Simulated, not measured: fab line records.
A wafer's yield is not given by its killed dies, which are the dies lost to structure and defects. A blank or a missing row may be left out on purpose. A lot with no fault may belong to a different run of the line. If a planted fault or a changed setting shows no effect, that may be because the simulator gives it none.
Matching of chambers / flow n5-finfet / N5_FIN_SAQP_MANDREL2_REMOVE_60 on rie-si-01 has 4 sister chambers
The step chemistry HBr/Cl2/O2, target a-Si, stops on SiNx, bt time 10 s. 27 wafers are shown with their chamber, then 12 later ones without.

## WAFERS, EACH WITH ITS CHAMBER
wafer=L074.1; chamber=1; throttle-valve-pct (%)=36.80; drypump-motor-current-A (A)=5.1; oes-product-au (a.u.)=0.986
wafer=L074.3; chamber=0; throttle-valve-pct (%)=37.15; drypump-motor-current-A (A)=4.9; oes-product-au (a.u.)=1.009
wafer=L074.5; chamber=0; throttle-valve-pct (%)=37.16; drypump-motor-current-A (A)=4.9; oes-product-au (a.u.)=0.997
wafer=L077.1; chamber=3; throttle-valve-pct (%)=37.06; drypump-motor-current-A (A)=5.8; oes-product-au (a.u.)=1.000
wafer=L077.4; chamber=2; throttle-valve-pct (%)=36.34; drypump-motor-current-A (A)=5.9; oes-product-au (a.u.)=0.957
wafer=L077.6; chamber=0; throttle-valve-pct (%)=37.15; drypump-motor-current-A (A)=4.9; oes-product-au (a.u.)=1.022
wafer=L078.4; chamber=3; throttle-valve-pct (%)=37.06; drypump-motor-current-A (A)=5.8; oes-product-au (a.u.)=0.992
wafer=L078.5; chamber=0; throttle-valve-pct (%)=37.17; drypump-motor-current-A (A)=4.9; oes-product-au (a.u.)=1.020
wafer=L078.6; chamber=3; throttle-valve-pct (%)=37.05; drypump-motor-current-A (A)=5.8; oes-product-au (a.u.)=0.998
wafer=L079.1; chamber=2; throttle-valve-pct (%)=36.33; drypump-motor-current-A (A)=5.9; oes-product-au (a.u.)=0.963
wafer=L079.3; chamber=3; throttle-valve-pct (%)=37.06; drypump-motor-current-A (A)=5.8; oes-product-au (a.u.)=0.994
wafer=L079.4; chamber=0; throttle-valve-pct (%)=37.15; drypump-motor-current-A (A)=4.9; oes-product-au (a.u.)=1.015
wafer=L080.3; chamber=1; throttle-valve-pct (%)=36.79; drypump-motor-current-A (A)=5.2; oes-product-au (a.u.)=0.989
wafer=L080.4; chamber=0; throttle-valve-pct (%)=37.15; drypump-motor-current-A (A)=4.9; oes-product-au (a.u.)=1.012
wafer=L080.5; chamber=0; throttle-valve-pct (%)=37.15; drypump-motor-current-A (A)=4.9; oes-product-au (a.u.)=1.011
wafer=L083.2; chamber=3; throttle-valve-pct (%)=37.06; drypump-motor-current-A (A)=5.8; oes-product-au (a.u.)=0.997
wafer=L083.3; chamber=1; throttle-valve-pct (%)=36.80; drypump-motor-current-A (A)=5.1; oes-product-au (a.u.)=1.001
wafer=L083.4; chamber=0; throttle-valve-pct (%)=37.16; drypump-motor-current-A (A)=4.9; oes-product-au (a.u.)=1.014
wafer=L084.4; chamber=1; throttle-valve-pct (%)=36.80; drypump-motor-current-A (A)=5.2; oes-product-au (a.u.)=1.000
wafer=L084.5; chamber=2; throttle-valve-pct (%)=36.32; drypump-motor-current-A (A)=5.8; oes-product-au (a.u.)=0.962
wafer=L084.6; chamber=1; throttle-valve-pct (%)=36.79; drypump-motor-current-A (A)=5.1; oes-product-au (a.u.)=1.001
wafer=L088.2; chamber=0; throttle-valve-pct (%)=37.16; drypump-motor-current-A (A)=4.9; oes-product-au (a.u.)=1.016
wafer=L088.5; chamber=3; throttle-valve-pct (%)=37.06; drypump-motor-current-A (A)=5.8; oes-product-au (a.u.)=0.992
wafer=L088.6; chamber=0; throttle-valve-pct (%)=37.15; drypump-motor-current-A (A)=4.9; oes-product-au (a.u.)=1.001
wafer=L090.3; chamber=0; throttle-valve-pct (%)=37.18; drypump-motor-current-A (A)=4.9; oes-product-au (a.u.)=1.001
wafer=L090.5; chamber=2; throttle-valve-pct (%)=36.33; drypump-motor-current-A (A)=5.9; oes-product-au (a.u.)=0.966
wafer=L090.6; chamber=3; throttle-valve-pct (%)=37.05; drypump-motor-current-A (A)=5.8; oes-product-au (a.u.)=0.990

SIGNATURES, as means of the wafers listed above
reading=throttle-valve-pct; chamber 0=37.1573; chamber 1=36.7960; chamber 2=36.3300; chamber 3=37.0571; scatter within a chamber=0.00802
reading=drypump-motor-current-A; chamber 0=4.900; chamber 1=5.140; chamber 2=5.875; chamber 3=5.800; scatter within a chamber=0.0291
reading=oes-product-au; chamber 0=1.01073; chamber 1=0.99540; chamber 2=0.96200; chamber 3=0.99471; scatter within a chamber=0.00656
Rule: a wafer's distance from a chamber is the root of the sum, over the readings, of the square of ((its reading less the chamber's mean) divided by the reading's scatter). The wafer belongs to the nearest chamber; if the next one is less than 2 further off, it can't be placed. The scatter: the root of (the sum of the squares of (reading less its chamber's mean) over the shown wafers, divided by (wafers less chambers)).

## WAFERS WITH NO CHAMBER GIVEN
wafer=L092.1; throttle-valve-pct (%)=36.80; drypump-motor-current-A (A)=5.1; oes-product-au (a.u.)=0.996
wafer=L092.2; throttle-valve-pct (%)=37.17; drypump-motor-current-A (A)=4.9; oes-product-au (a.u.)=1.011
wafer=L092.5; throttle-valve-pct (%)=37.17; drypump-motor-current-A (A)=4.9; oes-product-au (a.u.)=1.016
wafer=L093.1; throttle-valve-pct (%)=37.16; drypump-motor-current-A (A)=4.9; oes-product-au (a.u.)=1.010
wafer=L093.4; throttle-valve-pct (%)=37.04; drypump-motor-current-A (A)=5.8; oes-product-au (a.u.)=0.990
wafer=L093.5; throttle-valve-pct (%)=36.81; drypump-motor-current-A (A)=5.2; oes-product-au (a.u.)=0.983
wafer=L094.1; throttle-valve-pct (%)=37.07; drypump-motor-current-A (A)=5.8; oes-product-au (a.u.)=0.999
wafer=L094.5; throttle-valve-pct (%)=36.34; drypump-motor-current-A (A)=5.9; oes-product-au (a.u.)=0.963
wafer=L094.6; throttle-valve-pct (%)=37.05; drypump-motor-current-A (A)=5.8; oes-product-au (a.u.)=0.985
wafer=L097.3; throttle-valve-pct (%)=37.17; drypump-motor-current-A (A)=4.9; oes-product-au (a.u.)=1.010
wafer=L097.4; throttle-valve-pct (%)=37.16; drypump-motor-current-A (A)=4.9; oes-product-au (a.u.)=1.023
wafer=L097.5; throttle-valve-pct (%)=37.04; drypump-motor-current-A (A)=5.8; oes-product-au (a.u.)=0.991

## THE CHAMBER EACH PASSED THROUGH
wafer=L092.1; from the rows above=1; in truth=1
wafer=L092.2; from the rows above=0; in truth=0
wafer=L092.5; from the rows above=0; in truth=0
wafer=L093.1; from the rows above=0; in truth=0
wafer=L093.4; from the rows above=3; in truth=3
wafer=L093.5; from the rows above=1; in truth=1
wafer=L094.1; from the rows above=3; in truth=3
wafer=L094.5; from the rows above=2; in truth=2
wafer=L094.6; from the rows above=3; in truth=3
wafer=L097.3; from the rows above=0; in truth=0
wafer=L097.4; from the rows above=0; in truth=0
wafer=L097.5; from the rows above=3; in truth=3
Placed correctly: 12 of 12. Left unplaced by these rows: 0. 0 placed wrongly.
